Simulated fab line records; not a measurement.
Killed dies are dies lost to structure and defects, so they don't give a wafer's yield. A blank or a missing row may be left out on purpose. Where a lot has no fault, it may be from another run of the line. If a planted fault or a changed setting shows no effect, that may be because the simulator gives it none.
Matching of chambers -- flow n5 finfet -- 3 sister chambers for N5_BEOL_M10_CURE_71 on uv cure-03
The step cures SiCOH lowk, time 240 s. 30 wafers are shown with their chamber, then 12 later ones without.

== WAFERS, EACH WITH ITS CHAMBER ==
wafer,chamber,wafer_temp_C_max,lamp power pct (%)
L074.2,1,386.1,52.28
L074.3,1,385.7,52.29
L074.5,1,386.0,52.32
L076.1,2,387.0,52.37
L076.2,2,388.4,52.40
L076.5,2,387.4,52.31
L078.1,0,387.3,52.26
L078.3,0,387.4,52.26
L078.5,0,386.9,52.33
L077.3,0,387.7,52.37
L077.4,0,386.8,52.26
L077.6,0,386.7,52.32
L081.1,0,388.2,52.32
L081.2,0,387.7,52.32
L081.6,0,386.9,52.35
L083.4,0,387.5,52.42
L083.5,0,387.2,52.31
L083.6,0,387.1,52.32
L082.1,1,386.7,52.31
L082.4,1,386.4,52.35
L082.6,1,386.5,52.37
L085.1,2,387.4,52.43
L085.4,2,386.9,52.28
L085.5,2,388.0,52.33
L086.2,0,387.2,52.29
L086.3,0,387.0,52.26
L086.6,0,386.6,52.35
L087.2,1,386.0,52.30
L087.4,1,386.0,52.27
L087.5,1,386.9,52.40

SIGNATURES (averages over the wafers above)
reading,chamber 0,chamber 1,chamber 2,scatter within a chamber
wafer_temp_C_max,387.213,386.256,387.517,0.453
lamp power pct,52.3160,52.3211,52.3533,0.0475
Rule: for each reading, subtract the chamber's mean from the wafer's reading, divide by that reading's scatter and square the result; add these up over the readings and take the root, which gives the wafer's distance from the chamber. The wafer belongs to the nearest chamber; if the next one is less than 2 further off, it can't be placed. How the scatter is found: for the shown wafers, subtract from each reading the mean of its chamber, square and add these, divide the total by (wafers less chambers), then take the root.

== WAFERS WITH NO CHAMBER GIVEN ==
wafer,wafer_temp_C_max,lamp power pct (%)
L088.1,387.2,52.28
L088.2,387.7,52.36
L088.4,387.5,52.19
L089.2,387.2,52.35
L089.4,387.6,52.26
L089.5,387.4,52.27
L091.2,385.9,52.37
L091.3,386.8,52.25
L091.5,386.4,52.39
L093.1,386.5,52.35
L093.2,387.0,52.20
L093.3,387.2,52.35

== WHICH CHAMBER EACH WENT THROUGH ==
wafer,from the rows above,in truth
L088.1,can't be placed: 0 or 2 or 1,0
L088.2,can't be placed: 2 or 0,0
L088.4,can't be placed: 0 or 2 or 1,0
L089.2,can't be placed: 2 or 0 or 1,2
L089.4,can't be placed: 0 or 2 or 1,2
L089.5,can't be placed: 0 or 2 or 1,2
L091.2,can't be placed: 1 or 0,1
L091.3,can't be placed: 0 or 1 or 2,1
L091.5,can't be placed: 1 or 0 or 2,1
L093.1,can't be placed: 1 or 0 or 2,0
L093.2,can't be placed: 0 or 1 or 2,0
L093.3,can't be placed: 2 or 0 or 1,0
Placed correctly: 0 of 12. Cannot be placed on the basis of these rows: 12; the candidates contain the true chamber in 12. Placed wrongly: 0.
